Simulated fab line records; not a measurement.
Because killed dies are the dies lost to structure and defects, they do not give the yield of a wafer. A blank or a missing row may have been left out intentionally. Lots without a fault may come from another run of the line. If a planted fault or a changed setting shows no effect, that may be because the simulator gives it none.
Matching of chambers	flow n5 finfet	4 sister chambers for N5_BEOL_M11_CMP_52 on cmp-01
The step polishes, stops on SiCOH lowk, t overpolish 7 s, target thk 140 nm. 4 wafers are shown with their chamber, then 8 later ones without.

## WAFERS WITH THEIR CHAMBER
wafer	chamber	motor current A (A)
L081.1	3	5.6
L081.3	1	5.3
L082.5	0	6.6
L086.1	2	7.4

## WAFERS WITHOUT THEIR CHAMBER
wafer	motor current A (A)
L086.3	5.3
L086.5	7.2
L090.2	7.3
L090.3	5.4
L090.5	7.3
L096.2	6.9
L096.4	7.5
L096.5	5.3

## EACH ONE'S CHAMBER
wafer	from the rows above	in truth
L086.3	1	1
L086.5	2	2
L090.2	2	2
L090.3	can't be placed: 1 or 3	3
L090.5	2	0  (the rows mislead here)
L096.2	can't be placed: 0 or 2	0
L096.4	2	2
L096.5	1	1
Correctly placed: 5 of 8. From these rows, 2 cannot be placed; in 2 the true chamber is one of the candidates. Wrongly placed: 1.
How it was worked out, from the rows above alone: a wafer's distance from a chamber is the root of the sum, over the readings, of the square of ((its reading less the chamber's mean) divided by the reading's scatter). The wafer belongs to the nearest chamber; if the next one is less than 2 further off, it can't be placed. A chamber's mean is the mean of its shown wafers. The scatter (one wafer shown for each chamber): square how far every hidden wafer sits from the nearest shown wafer, average those squares and take the square root.
